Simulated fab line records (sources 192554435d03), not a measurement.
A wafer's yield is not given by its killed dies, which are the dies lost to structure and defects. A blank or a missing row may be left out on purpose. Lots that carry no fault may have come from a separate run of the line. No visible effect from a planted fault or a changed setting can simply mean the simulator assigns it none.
Chamber matching :: flow n5Finfet :: N5_MOL_CONTACT_COAG_ETCHBACK_134 on rieDiel-02: 4 sister chambers
The step etches SiO2 in CHF3, target depth 10 nm, time 6.7 s. 4 wafers are shown with their chamber, then 8 later ones without.

== WAFERS WITH THEIR CHAMBER ==
wafer: L086.6
chamber: 2
showerheadPlenumPTorr (Torr): 2.47

wafer: L087.3
chamber: 1
showerheadPlenumPTorr (Torr): 2.37

wafer: L087.5
chamber: 0
showerheadPlenumPTorr (Torr): 2.31

wafer: L089.3
chamber: 3
showerheadPlenumPTorr (Torr): 2.45

== WAFERS WHOSE CHAMBER IS MISSING ==
wafer: L089.5
showerheadPlenumPTorr (Torr): 2.37

wafer: L089.6
showerheadPlenumPTorr (Torr): 2.46

wafer: L094.1
showerheadPlenumPTorr (Torr): 2.36

wafer: L094.3
showerheadPlenumPTorr (Torr): 2.45

wafer: L094.4
showerheadPlenumPTorr (Torr): 2.36

wafer: L096.2
showerheadPlenumPTorr (Torr): 2.31

wafer: L096.4
showerheadPlenumPTorr (Torr): 2.44

wafer: L096.6
showerheadPlenumPTorr (Torr): 2.44

== WHICH CHAMBER EACH ONE RAN IN ==
wafer: L089.5
from the rows above: 1
in truth: 1

wafer: L089.6
from the rows above: can't be placed: 3 or 2
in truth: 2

wafer: L094.1
from the rows above: 1
in truth: 1

wafer: L094.3
from the rows above: 3
in truth: 3

wafer: L094.4
from the rows above: 1
in truth: 1

wafer: L096.2
from the rows above: 0
in truth: 0

wafer: L096.4
from the rows above: 3
in truth: 3

wafer: L096.6
from the rows above: 3
in truth: 3
7 of 8 placed correctly. Not placeable from these rows: 1 (in 1, the candidates include the true chamber). 0 placed wrongly.
How it was worked out, from the rows above alone: a wafer's distance from a chamber is the root of the sum, over the readings, of the square of ((its reading less the chamber's mean) divided by the reading's scatter). The wafer belongs to the nearest chamber; if the next one is less than 2 further off, it can't be placed. The mean given for a chamber averages the wafers shown for that chamber. The scatter (one wafer shown for each chamber): square how far every hidden wafer sits from the nearest shown wafer, average those squares and take the square root.
